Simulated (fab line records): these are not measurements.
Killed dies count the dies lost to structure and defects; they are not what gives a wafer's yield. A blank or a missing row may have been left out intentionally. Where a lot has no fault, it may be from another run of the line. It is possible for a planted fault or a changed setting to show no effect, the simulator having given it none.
Matching of chambers :: flow n5Finfet :: 4 sister chambers for N5_BEOL_M7_STRIP_19 on rieDiel-02
The step strips in O2. 4 wafers are shown with their chamber, then 10 later ones without.

WAFERS WITH THEIR CHAMBER
wafer: L082.1
chamber: 3
showerheadPlenumPTorr (Torr): 2.02

wafer: L084.4
chamber: 0
showerheadPlenumPTorr (Torr): 2.09

wafer: L086.2
chamber: 1
showerheadPlenumPTorr (Torr): 2.17

wafer: L086.3
chamber: 2
showerheadPlenumPTorr (Torr): 2.06

WAFERS WITHOUT THEIR CHAMBER
wafer: L086.4
showerheadPlenumPTorr (Torr): 2.09

wafer: L091.2
showerheadPlenumPTorr (Torr): 2.17

wafer: L091.4
showerheadPlenumPTorr (Torr): 2.01

wafer: L091.5
showerheadPlenumPTorr (Torr): 2.17

wafer: L095.3
showerheadPlenumPTorr (Torr): 2.01

wafer: L095.4
showerheadPlenumPTorr (Torr): 2.16

wafer: L095.5
showerheadPlenumPTorr (Torr): 2.05

wafer: L096.2
showerheadPlenumPTorr (Torr): 2.08

wafer: L096.3
showerheadPlenumPTorr (Torr): 2.05

wafer: L096.5
showerheadPlenumPTorr (Torr): 2.08

WHICH CHAMBER EACH WENT THROUGH
wafer: L086.4
from the rows above: 0
in truth: 0

wafer: L091.2
from the rows above: 1
in truth: 1

wafer: L091.4
from the rows above: 3
in truth: 3

wafer: L091.5
from the rows above: 1
in truth: 1

wafer: L095.3
from the rows above: 3
in truth: 3

wafer: L095.4
from the rows above: 1
in truth: 1

wafer: L095.5
from the rows above: 2
in truth: 2

wafer: L096.2
from the rows above: can't be placed: 0 or 2
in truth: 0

wafer: L096.3
from the rows above: 2
in truth: 2

wafer: L096.5
from the rows above: can't be placed: 0 or 2
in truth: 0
Correct placement for 8 of the 10. Can't be placed from these rows: 2 (the true chamber is among the candidates in 2). Wrongly placed: 0.
How it was worked out, from the rows above alone: a wafer's distance from a chamber is the root of the sum, over the readings, of the square of ((its reading less the chamber's mean) divided by the reading's scatter). If the next closest chamber is less than 2 further off than the closest, the wafer can't be placed; otherwise it belongs to the closest. The mean given for a chamber averages the wafers shown for that chamber. The scatter: root of mean squared gap, hidden wafer to nearest shown wafer, with one shown wafer a chamber.
